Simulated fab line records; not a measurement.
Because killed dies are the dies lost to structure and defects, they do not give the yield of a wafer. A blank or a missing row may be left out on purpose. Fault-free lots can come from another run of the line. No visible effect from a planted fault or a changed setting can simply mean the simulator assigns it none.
Matching of chambers ; flow n5 finfet ; N5_DUMMY_GATE_ETCH_42 on rie diel-06 has 4 sister chambers
The step etches SiO2 in CHF3/O2, target depth 3.5 nm, time 31 s. 4 wafers are shown with their chamber, then 11 later ones without.

## WAFERS PAIRED WITH THEIR CHAMBERS
wafer;chamber;throttle valve pct (%)
L087.3;1;18.75
L089.3;0;18.54
L089.6;2;19.00
L090.3;3;18.86

## WAFERS WITH NO CHAMBER GIVEN
wafer;throttle valve pct (%)
L090.4;18.56
L090.6;19.00
L094.1;18.76
L094.2;19.02
L094.4;18.57
L095.2;19.02
L095.3;18.77
L095.4;18.56
L096.3;19.02
L096.5;19.03
L096.6;18.77

## CHAMBER TAKEN BY EACH
wafer;from the rows above;in truth
L090.4;0;0
L090.6;2;2
L094.1;1;1
L094.2;2;2
L094.4;0;0
L095.2;2;2
L095.3;1;1
L095.4;0;0
L096.3;2;2
L096.5;2;2
L096.6;1;1
Correctly placed: 11 of 11. Left unplaced by these rows: 0. Placed wrongly: 0.
How it was worked out, from the rows above alone: a wafer's distance from a chamber is the root of the sum, over the readings, of the square of ((its reading less the chamber's mean) divided by the reading's scatter). If the next closest chamber is less than 2 further off than the closest, the wafer can't be placed; otherwise it belongs to the closest. A chamber's mean is the mean of its shown wafers. The scatter: root of mean squared gap, hidden wafer to nearest shown wafer, with one shown wafer a chamber.
